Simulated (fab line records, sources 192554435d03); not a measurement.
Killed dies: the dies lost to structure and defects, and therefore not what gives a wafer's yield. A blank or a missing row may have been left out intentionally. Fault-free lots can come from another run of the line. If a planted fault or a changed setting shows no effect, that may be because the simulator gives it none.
fab line records	flow n5Finfet	part 1 of 2: steps 1 to 21 of 31
[record] lots = 5	wafers = 15	lastDay = 19
route steps=1938 shown SD_EPI_N@262
lots that met no fault: taken from a fault-free run of the same line
startH: hours from the record's opening day to when the first of the lot's shown wafers began	waitH: hours from the lot's prior step to this one	" repeats the value in the row above	L1.1+2: several wafers, shown together as one row	- no value, or no start given	* or withheld: withheld	< > ~ a bound
route shown NAME@n: names a module that has steps shown in the file, with the first one's number in the route	usual: mean and standard deviation over wafers with no fault	same: alike in all rows	chamber/n: place in a boat	sites: the reading at each site	_std_site: the standard deviation of these	_edge_site: the outer-site mean with the inner-site mean subtracted	radiusMm: for every site, how far away it sits from the centre of the wafer	mask NAME#n: copy n	behind: the tool/chamber that last shaped the wafer	hold: the reason the lot was held/the length of the hold in hours/how it ended	device: which transistor (n, p or np) failed to switch	end of line: the same wafers' tests at the end of the route	a step given without rows: its recipe and nothing more	killed: dies lost to structure and defects at the first sort, not the wafer's yield	map: a wafer's dies, x killed, . not, _ none there
set.NAME: the run value of the setting; set.NAME@STEP: its run value at that earlier step	model.NAME: the simulator's own value behind a step, which no gauge read
lots at selected steps of the route; one table per step, one row per wafer
services: when a tool's chamber went out of use (startH, in hours from the record's first day, below 0 if earlier), for how many hours, and the reason
[[steps]]
[step N5_SD_EPI_N_COAT_32]
[recipe] resist = SOC	tempC = 250	timeS = 60	spinRpm = 1500	resistThkNm = 350
lot.wafer	tool	chamber	startH	waitH
L081.3+4+6	lithoTrack-05	0	93.89	0.0
L083.2+4+5	lithoTrack-02	0	103.90	0.0
L086.3+4+5	lithoTrack-01	0	121.13	0.0
L094.2+5+6	lithoTrack-05	0	168.93	0.0
L097.1+3+4	lithoTrack-05	0	187.17	0.0
[step N5_SD_EPI_N_COAT_33]
[recipe] resist = SiARC	tempC = 220	timeS = 60	spinRpm = 1500	resistThkNm = 35
lot.wafer	tool	chamber	startH	waitH
L081.3+4+6	lithoTrack-05	0	-	-
L083.2+4+5	lithoTrack-02	0	-	-
L086.3+4+5	lithoTrack-01	0	-	-
L094.2+5+6	lithoTrack-05	0	-	-
L097.1+3+4	lithoTrack-05	0	-	-
[step N5_SD_EPI_N_COAT_03]
[recipe] resist = CAR-ArF-block	spinRpm = 1500	resistThkNm = 150
lot.wafer	tool	chamber	startH	waitH
L081.3+4+6	lithoTrack-05	0	-	-
L083.2+4+5	lithoTrack-02	0	-	-
L086.3+4+5	lithoTrack-01	0	-	-
L094.2+5+6	lithoTrack-05	0	-	-
L097.1+3+4	lithoTrack-05	0	-	-
[step N5_SD_EPI_N_EBR_05]
[recipe] solvent = PGMEA	ebrWidthMm = 1.5
lot.wafer	tool	chamber	startH	waitH
L081.3+4+6	lithoTrack-05	0	-	-
L083.2+4+5	lithoTrack-02	0	-	-
L086.3+4+5	lithoTrack-01	0	-	-
L094.2+5+6	lithoTrack-05	0	-	-
L097.1+3+4	lithoTrack-05	0	-	-
[step N5_SD_EPI_N_SOFTBAKE_04]
[recipe] tempC = 110	timeS = 60	resist = CAR-ArF-block
lot.wafer	tool	chamber	startH	waitH
L081.3+4+6	lithoTrack-05	0	-	-
L083.2+4+5	lithoTrack-02	0	-	-
L086.3+4+5	lithoTrack-01	0	-	-
L094.2+5+6	lithoTrack-05	0	-	-
L097.1+3+4	lithoTrack-05	0	-	-
[step N5_SD_EPI_N_EXPOSE_06]
[recipe] maskId = SD_N_BLK	na = 1.35	sourceShape = conventional	sigmaOuter = 0.8	polarization = unpolarized	targetCdNm = 120	doseMj = 39.75
[usual] reticleTempC = 23.02/0.11
lot.wafer	tool	chamber	startH	waitH	mask	reticleTempC
L081.3	arfiScanner-02	0	94.14	-	SD_N_BLK#0	22.95
L081.4	"	0	"	"	SD_N_BLK#0	23.00
L081.6	"	0	"	"	SD_N_BLK#0	22.94
L083.2	arfiScanner-01	0	104.15	-	SD_N_BLK#0	23.01
L083.4	"	0	"	"	SD_N_BLK#0	23.05
L083.5	"	0	"	"	SD_N_BLK#0	23.14
L086.3	arfiScanner-03	0	121.39	-	SD_N_BLK#0	23.02
L086.4	"	0	"	"	SD_N_BLK#0	22.99
L086.5	"	0	"	"	SD_N_BLK#0	23.01
L094.2	arfiScanner-01	0	169.06	-	SD_N_BLK#0	22.76
L094.5	"	0	"	"	SD_N_BLK#0	22.89
L094.6	"	0	"	"	SD_N_BLK#0	22.87
L097.1	arfiScanner-01	0	187.41	-	SD_N_BLK#0	22.99
L097.3	"	0	"	"	SD_N_BLK#0	23.10
L097.4	"	0	"	"	SD_N_BLK#0	23.04
[step N5_SD_EPI_N_PEB_07]
[recipe] pebTempC = 110	pebTimeS = 60	resist = CAR-ArF-block
lot.wafer	tool	chamber	startH	waitH
L081.3+4+6	lithoTrack-05	0	94.19	0.0
L083.2+4+5	lithoTrack-05	0	104.21	0.0
L086.3+4+5	lithoTrack-02	0	121.43	0.0
L094.2+5+6	lithoTrack-05	0	169.11	0.0
L097.1+3+4	lithoTrack-01	0	187.47	0.1
[step N5_SD_EPI_N_DEVELOP_08]
[recipe] developTimeS = 30	developer = TMAH	resist = CAR-ArF-block	devTempC = 23	rinseLiquid = diw	dry = airSpin
lot.wafer	tool	chamber	startH	waitH
L081.3+4+6	lithoTrack-05	0	-	-
L083.2+4+5	lithoTrack-05	0	-	-
L086.3+4+5	lithoTrack-02	0	-	-
L094.2+5+6	lithoTrack-05	0	-	-
L097.1+3+4	lithoTrack-01	0	-	-
[step N5_SD_EPI_N_CD_MEAS_09]
[recipe] targetCdNm = 120	landingEnergyEv = 500	detector = seInlens
[usual] cdNm = 119.7/0.56
lot.wafer	tool	chamber	startH	waitH	cdNm
L081.3	cdSem-02	0	94.26	-	119.3
L081.4	"	0	"	"	119.3
L081.6	"	0	"	"	119.6
L083.2	cdSem-02	0	104.27	-	119.9
L083.4	"	0	"	"	119.9
L083.5	"	0	"	"	119.8
L086.3	cdSem-01	0	121.50	-	120.0
L086.4	"	0	"	"	119.9
L086.5	"	0	"	"	119.3
L094.2	cdSem-03	0	169.18	-	119.5
L094.5	"	0	"	"	119.7
L094.6	"	0	"	"	119.1
L097.1	cdSem-01	0	187.54	-	119.8
L097.3	"	0	"	"	119.8
L097.4	"	0	"	"	119.5
[step N5_SD_EPI_N_OVL_MEAS_10]
[recipe] pointsPerWafer = 44
[usual] SD_N_BLK_OVL = 0.0/0.75
lot.wafer	tool	chamber	startH	waitH	SD_N_BLK_OVL[nm]
L081.3	overlay-01	0	94.29	0.0	-1.6
L081.4	"	0	"	"	-0.7
L081.6	"	0	"	"	-1.5
L083.2	overlay-02	0	104.30	0.0	-0.4
L083.4	"	0	"	"	-0.8
L083.5	"	0	"	"	0.2
L086.3	overlay-01	0	121.53	0.0	0.3
L086.4	"	0	"	"	-0.1
L086.5	"	0	"	"	0.5
L094.2	overlay-01	0	169.21	0.0	-0.5
L094.5	"	0	"	"	-1.2
L094.6	"	0	"	"	0.0
L097.1	overlay-02	0	187.57	0.0	0.4
L097.3	"	0	"	"	0.3
L097.4	"	0	"	"	0.0
[step N5_SD_EPI_N_INSPECT_11]
[recipe] mode = adi	inspectInstrument = macro
[usual] rawDefectCount = 2.2/1.5
lot.wafer	tool	chamber	startH	waitH	rawDefectCount
L081.3	defectInspect-02	-	94.31	0.0	2
L081.4	"	-	"	"	1
L081.6	"	-	"	"	0
L083.2	defectInspect-01	-	104.33	0.0	4
L083.4	"	-	"	"	3
L083.5	"	-	"	"	7
L086.3	defectInspect-01	-	121.55	0.0	1
L086.4	"	-	"	"	2
L086.5	"	-	"	"	4
L094.2	defectInspect-01	-	169.23	0.0	1
L094.5	"	-	"	"	5
L094.6	"	-	"	"	0
L097.1	defectInspect-02	-	187.59	0.0	0
L097.3	"	-	"	"	2
L097.4	"	-	"	"	3
[step N5_SD_EPI_N_DESCUM_14]
[recipe] chemistry = O2	timeS = 7.9	sourcePowerW = 50	biasPowerW = 20	pressureMtorr = 20	rfFrequencyHz = 2.712e+07	tempC = 40	resist = CAR-ArF-block	o2FlowSccm = 225
[usual] drypumpMotorCurrentA = 5.7/0.35	oesProductAu = 0.79/0.1	rfVppV = 243.1/1.3	showerheadPlenumPTorr = 2.09/0.073	tempC = 39.99/0.11	throttleValvePct = 20.35/0.23
lot.wafer	tool	chamber	startH	waitH	drypumpMotorCurrentA	oesProductAu	rfHoursCounterH	rfVppV	showerheadPlenumPTorr	tempC	throttleValvePct
L081.3	rieDiel-02	2	94.54	0.2	5.6	0.96	5	241.9	2.05	39.79	20.09
L081.4	"	3	"	"	5.2	0.76	153	245.6	2.18	39.81	20.22
L081.6	"	2	"	"	5.6	0.97	-	241.9	2.05	40.00	20.09
L083.2	rieDiel-01	0	104.40	0.1	5.1	0.66	245	242.6	2.06	40.01	20.65
L083.4	"	2	"	"	5.7	0.91	22	242.3	2.06	39.92	20.02
L083.5	"	0	"	"	5.2	0.65	-	241.6	2.06	40.13	20.66
L086.3	rieDiel-02	0	121.65	0.1	5.9	0.73	154	244.1	2.19	40.01	20.22
L086.4	"	3	"	"	5.2	0.75	-	244.8	2.18	40.01	20.24
L086.5	"	0	"	"	5.9	0.74	-	243.9	2.19	39.96	20.21
L094.2	rieDiel-06	3	169.29	0.1	6.2	0.69	227	241.2	1.98	40.11	20.53
L094.5	"	2	"	"	5.7	0.92	-	243.8	2.04	40.00	20.15
L094.6	"	3	"	"	6.2	0.70	-	241.4	1.98	40.18	20.54
L097.1	rieDiel-01	1	188.22	0.6	5.5	0.69	232	244.8	2.07	39.97	20.95
L097.3	"	2	"	"	5.8	0.85	59	242.0	2.05	39.73	20.08
L097.4	"	3	"	"	6.4	0.95	14	243.8	2.05	39.90	20.18
[step N5_SD_EPI_N_ETCH_34]
[recipe] chemistry = CF4	target = SiARC	targetDepthA = 455	maskMaterial = CAR-ArF-block	timeS = 75.8	ionEnergyEv = 80	pressureMtorr = 40	sourceW = 545	biasW = 36	Ar_flow_sccm = 100	cf4FlowSccm = 100	ends = cleared
[usual] drypumpMotorCurrentA = 5.7/0.35	etchRfOnTimeS = 75.2/1.1	oesProductAu = 0.68/0.088	rfVppV = 184.1/1.2	showerheadPlenumPTorr = 2.14/0.068	throttleValvePct = 15.53/0.25
lot.wafer	tool	chamber	startH	waitH	drypumpMotorCurrentA	etchRfOnTimeS	oesProductAu	rfHoursCounterH	rfVppV	showerheadPlenumPTorr	throttleValvePct
L081.3	rieDiel-02	2	94.58	0.0	5.6	72.6	0.83	5	183.0	2.10	15.24
L081.4	"	3	"	"	5.2	74.4	0.65	153	184.0	2.22	15.44
L081.6	"	2	"	"	5.6	72.9	0.83	-	184.0	2.10	15.24
L083.2	rieDiel-01	0	104.43	0.0	5.2	75.1	0.57	245	183.8	2.11	15.87
L083.4	"	2	"	"	5.7	75.7	0.78	22	183.9	2.10	15.10
L083.5	"	0	"	"	5.2	75.6	0.57	-	182.9	2.11	15.87
L086.3	rieDiel-02	0	121.68	0.0	5.8	74.0	0.63	154	185.4	2.22	15.36
L086.4	"	3	"	"	5.2	73.9	0.65	-	184.5	2.22	15.48
L086.5	"	0	"	"	5.9	74.1	0.63	-	186.3	2.22	15.36
L094.2	rieDiel-06	3	169.33	0.0	6.2	76.0	0.59	227	182.4	2.03	15.75
L094.5	"	2	"	"	5.7	74.2	0.80	-	183.8	2.10	15.36
L094.6	"	3	"	"	6.2	75.7	0.59	-	181.6	2.03	15.74
L097.1	rieDiel-01	1	188.25	0.0	5.5	76.5	0.59	232	183.8	2.12	16.09
L097.3	"	2	"	"	5.7	76.1	0.74	59	184.4	2.09	15.18
L097.4	"	3	"	"	6.4	75.1	0.81	14	183.5	2.10	15.32
[step N5_SD_EPI_N_ETCH_35]
[recipe] chemistry = N2/H2	target = SOC	overetchA = 1080	maskMaterial = SiARC	tempC = 40	ionEnergyEv = 100	sourceW = 3000	biasW = 133	pressureMtorr = 20	timeS = 486	n2FlowSccm = 200	h2FlowSccm = 200
[usual] drypumpMotorCurrentA = 5.7/0.35	oesProductAu = 0.70/0.088	rfVppV = 240.7/1.3	showerheadPlenumPTorr = 2.54/0.086	tempC = 40.02/0.1	throttleValvePct = 23.74/0.25
lot.wafer	tool	chamber	startH	waitH	drypumpMotorCurrentA	oesProductAu	rfHoursCounterH	rfVppV	showerheadPlenumPTorr	tempC	throttleValvePct
L081.3	rieDiel-02	2	94.63	0.0	5.7	0.85	5	240.1	2.50	39.82	23.60
L081.4	"	3	"	"	5.2	0.68	153	243.1	2.65	39.91	23.52
L081.6	"	2	"	"	5.7	0.85	-	241.4	2.50	39.93	23.62
L083.2	rieDiel-01	0	104.49	0.0	5.2	0.59	245	240.2	2.50	39.94	24.11
L083.4	"	2	"	"	5.8	0.81	22	238.4	2.49	40.12	23.44
L083.5	"	0	"	"	5.2	0.60	-	239.4	2.50	39.96	24.12
L086.3	rieDiel-02	0	121.74	0.0	5.9	0.65	154	241.8	2.64	40.13	23.61
L086.4	"	3	"	"	5.2	0.67	-	242.5	2.65	40.02	23.55
L086.5	"	0	"	"	5.9	0.65	-	241.1	2.64	39.98	23.62
L094.2	rieDiel-06	3	169.39	0.0	6.2	0.62	227	238.6	2.41	39.85	24.21
L094.5	"	2	"	"	5.7	0.82	-	241.8	2.49	39.97	23.56
L094.6	"	3	"	"	6.2	0.62	-	239.3	2.41	40.05	24.20
L097.1	rieDiel-01	1	188.31	0.0	5.6	0.62	232	238.9	2.50	40.07	24.13
L097.3	"	2	"	"	5.8	0.77	59	241.3	2.47	40.00	23.49
L097.4	"	3	"	"	6.5	0.84	14	241.0	2.49	40.03	23.52
[step N5_SD_EPI_N_STRIP_36]
[recipe] chemistry = N2/H2	tempC = 40	n2FlowSccm = 200	h2FlowSccm = 200	rfFrequencyHz = 6e+07
lot.wafer	tool	chamber	startH	waitH
L081.3+4+6	rieDiel-02	2,3,2	94.95	0.2
L083.2+4+5	rieDiel-01	0,2,0	104.80	0.2
L086.3+4+5	rieDiel-02	0,3,0	122.05	0.2
L094.2+5+6	rieDiel-06	3,2,3	169.70	0.2
L097.1+3+4	rieDiel-01	1,2,3	188.62	0.2
[step N5_SD_EPI_N_ETCHBACK_44]
[recipe] chemistry = CH3F/O2	mode = anisotropicEtchback	target = SiNx	targetDepthA = 145	stopOn = SiO2	overEtchFrac = 0.3	ionEnergyEv = 120	pressureMtorr = 30	sourceW = 395	biasW = 73	Ar_flow_sccm = 150	CH3F_flow_sccm = 30	O2_flow_sccm = 20
[usual] drypumpMotorCurrentA = 5.7/0.35	oesProductAu = 0.67/0.084	rfVppV = 297.2/2.3	showerheadPlenumPTorr = 2.00/0.069	throttleValvePct = 16.27/0.25
lot.wafer	tool	chamber	startH	waitH	drypumpMotorCurrentA	oesProductAu	rfHoursCounterH	rfVppV	showerheadPlenumPTorr	throttleValvePct
L081.3	rieDiel-02	2	94.96	0.0	5.6	0.81	6	296.3	1.96	15.98
L081.4	"	3	"	"	5.2	0.65	153	296.4	2.09	16.24
L081.6	"	2	"	"	5.6	0.81	-	296.3	1.97	16.00
L083.2	rieDiel-01	0	104.81	0.0	5.2	0.57	245	297.3	1.97	16.63
L083.4	"	2	"	"	5.7	0.78	22	296.4	1.96	15.85
L083.5	"	0	"	"	5.2	0.57	-	298.6	1.97	16.61
L086.3	rieDiel-02	0	122.06	0.0	5.9	0.62	155	301.2	2.08	16.11
L086.4	"	3	"	"	5.2	0.64	-	298.7	2.09	16.25
L086.5	"	0	"	"	5.9	0.62	-	299.9	2.08	16.09
L094.2	rieDiel-06	3	169.71	0.0	6.1	0.59	228	292.2	1.89	16.45
L094.5	"	2	"	"	5.7	0.79	-	294.6	1.96	16.11
L094.6	"	3	"	"	6.1	0.59	-	292.9	1.89	16.45
L097.1	rieDiel-01	1	188.63	0.0	5.5	0.59	232	299.6	1.98	16.83
L097.3	"	2	"	"	5.7	0.73	59	297.2	1.95	15.92
L097.4	"	3	"	"	6.4	0.80	15	298.3	1.97	16.13
[step N5_SD_EPI_N_ETCH_45]
[recipe] chemistry = CH3F/O2	target = SiOCN	targetDepthA = 60	maskMaterial = SOC	ionEnergyEv = 60	biasW = 29	pressureMtorr = 15	sourceW = 410	Ar_flow_sccm = 150	CH3F_flow_sccm = 30	O2_flow_sccm = 20
[usual] drypumpMotorCurrentA = 5.7/0.35	oesProductAu = 0.79/0.1	rfVppV = 127.6/1	showerheadPlenumPTorr = 2.00/0.069	throttleValvePct = 23.24/0.23
lot.wafer	tool	chamber	startH	waitH	drypumpMotorCurrentA	oesProductAu	rfHoursCounterH	rfVppV	showerheadPlenumPTorr	throttleValvePct
L081.3	rieDiel-02	2	95.06	0.1	5.7	0.96	6	127.0	1.96	23.03
L081.4	"	3	"	"	5.2	0.76	154	129.2	2.08	23.13
L081.6	"	2	"	"	5.7	0.96	-	126.9	1.96	23.03
L083.2	rieDiel-01	0	104.91	0.1	5.2	0.66	245	127.8	1.96	23.56
L083.4	"	2	"	"	5.7	0.93	22	125.2	1.96	22.82
L083.5	"	0	"	"	5.2	0.66	-	127.9	1.96	23.55
L086.3	rieDiel-02	0	122.16	0.1	5.8	0.75	155	126.4	2.07	23.03
L086.4	"	3	"	"	5.2	0.76	-	128.0	2.08	23.16
L086.5	"	0	"	"	5.8	0.74	-	128.3	2.07	23.03
L094.2	rieDiel-06	3	169.81	0.1	6.2	0.68	228	126.3	1.88	23.38
L094.5	"	2	"	"	5.7	0.93	-	127.7	1.95	23.15
L094.6	"	3	"	"	6.2	0.69	-	127.2	1.88	23.37
L097.1	rieDiel-01	1	188.73	0.1	5.5	0.69	232	128.3	1.97	23.76
L097.3	"	2	"	"	5.7	0.85	59	126.8	1.95	22.88
L097.4	"	3	"	"	6.4	0.94	15	127.9	1.96	23.20
[step N5_SD_EPI_N_ETCH_16]
[recipe] chemistry = CHF3/O2	target = SiO2	targetDepthA = 50	maskMaterial = SOC	pressureMtorr = 30	sourceW = 650	biasW = 170	Ar_flow_sccm = 200	CHF3_flow_sccm = 50	O2_flow_sccm = 5	ionEnergyEv = 200
[usual] drypumpMotorCurrentA = 5.7/0.35	oesProductAu = 0.79/0.1	rfVppV = 524/3.9	showerheadPlenumPTorr = 2.41/0.08	throttleValvePct = 18.82/0.23
lot.wafer	tool	chamber	startH	waitH	drypumpMotorCurrentA	oesProductAu	rfHoursCounterH	rfVppV	showerheadPlenumPTorr	throttleValvePct
L081.3	rieDiel-02	2	95.16	0.1	5.6	0.97	6	524	2.37	18.57
L081.4	"	3	"	"	5.2	0.76	154	526	2.52	18.77
L081.6	"	2	"	"	5.7	0.97	-	523	2.37	18.59
L083.2	rieDiel-01	0	105.01	0.1	5.2	0.67	245	524	2.37	19.14
L083.4	"	2	"	"	5.8	0.91	22	523	2.37	18.42
L083.5	"	0	"	"	5.2	0.66	-	526	2.37	19.13
L086.3	rieDiel-02	0	122.26	0.1	5.8	0.73	155	531	2.50	18.63
L086.4	"	3	"	"	5.2	0.75	-	525	2.51	18.78
L086.5	"	0	"	"	5.9	0.73	-	530	2.50	18.63
L094.2	rieDiel-06	3	169.91	0.1	6.2	0.69	228	518	2.28	18.96
L094.5	"	2	"	"	5.7	0.93	-	519	2.36	18.71
L094.6	"	3	"	"	6.2	0.68	-	518	2.28	18.96
L097.1	rieDiel-01	1	188.83	0.1	5.5	0.68	232	527	2.38	19.35
L097.3	"	2	"	"	5.7	0.85	59	524	2.35	18.47
L097.4	"	3	"	"	6.4	0.95	15	528	2.38	18.72
[step N5_SD_EPI_N_STRIP_47]
[recipe] chemistry = CHF3/O2	resist = SiARC	rfFrequencyHz = 6e+07
lot.wafer	tool	chamber	startH	waitH
L081.3+4+6	rieDiel-02	2,3,2	95.20	0.0
L083.2+4+5	rieDiel-01	0,2,0	105.05	0.0
L086.3+4+5	rieDiel-02	0,3,0	122.30	0.0
L094.2+5+6	rieDiel-06	3,2,3	169.95	0.0
L097.1+3+4	rieDiel-01	1,2,3	188.87	0.0
[step N5_SD_EPI_N_SD_RECESS_17]
[recipe] chemistry = HBr/Cl2/O2	targetDepthA = 410	maskMaterial = SOC	timeS = 23.7	btTimeS = 3	pressureMtorr = 10	icpW = 800	biasW = 112	HBr_flow_sccm = 150	Cl2_flow_sccm = 80	O2_flow_sccm = 12
[usual] drypumpMotorCurrentA = 5.8/0.43	oesProductAu = 1.001/0.019	throttleValvePct = 37.21/0.19
lot.wafer	tool	chamber	startH	waitH	drypumpMotorCurrentA	oesProductAu	rfHoursCounterH	throttleValvePct
L081.3	rieSi-03	1	95.23	0.0	6.1	1.026	67	37.32
L081.4	"	0	"	"	6.3	0.991	108	37.37
L081.6	"	2	"	"	5.9	0.999	-	37.14
L083.2	rieSi-03	2	105.08	0.0	5.9	1.002	21	37.16
L083.4	"	3	"	"	5.3	1.002	7	37.13
L083.5	"	2	"	"	5.9	0.993	-	37.14
L086.3	rieSi-01	0	122.33	0.0	5.8	1.023	10	37.33
L086.4	"	1	"	"	5.2	0.972	35	36.94
L086.5	"	2	"	"	5.8	1.011	-	37.41
L094.2	rieSi-03	2	169.98	0.0	5.9	0.992	22	37.15
L094.5	"	3	"	"	5.3	1.001	-	37.12
L094.6	"	0	"	"	6.3	0.997	-	37.40
L097.1	rieSi-03	1	188.90	0.0	6.1	1.026	68	37.33
L097.3	"	2	"	"	5.9	0.997	22	37.13
L097.4	"	0	"	"	6.3	0.983	110	37.40
[step N5_SD_EPI_N_STRIP_38]
[recipe] chemistry = N2/H2	powerW = 1000	tempC = 250	h2Frac = 0.65	overashFraction = 0.3	pressureMtorr = withheld	n2FlowSccm = 1750	h2FlowSccm = 3250
[usual] drypumpMotorCurrentA = 5.9/0.5	heaterPowerW = 348/40	oesProductAu = 0.761/0.012	tempC = 249.98/0.18
lot.wafer	tool	chamber	startH	waitH	drypumpMotorCurrentA	heaterPowerW	oesProductAu	rfHoursCounterH	tempC
L081.3	plasmaAsher-01	0	95.34	0.1	5.4	399	0.747	-	250.03
L081.4	"	1	"	"	6.4	330	0.772	-	250.06
L081.6	"	1	"	"	6.5	318	0.747	-	249.66
L083.2	plasmaAsher-02	0	105.18	0.1	6.2	295	0.754	88	250.17
L083.4	"	1	"	"	5.4	333	0.758	-	249.97
L083.5	"	1	"	"	5.4	325	0.756	-	249.88
L086.3	plasmaAsher-01	0	122.45	0.1	5.4	404	0.774	-	250.23
L086.4	"	1	"	"	6.4	330	0.748	-	250.04
L086.5	"	0	"	"	5.3	397	0.776	-	250.19
L094.2	plasmaAsher-01	0	170.08	0.1	5.3	410	0.780	56	250.12
L094.5	"	1	"	"	6.4	319	0.759	-	250.11
L094.6	"	0	"	"	5.3	390	0.767	-	250.19
L097.1	plasmaAsher-02	1	189.00	0.1	5.4	321	0.748	104	249.87
L097.3	"	1	"	"	5.4	322	0.756	-	249.97
L097.4	"	0	"	"	6.2	292	0.759	-	250.07
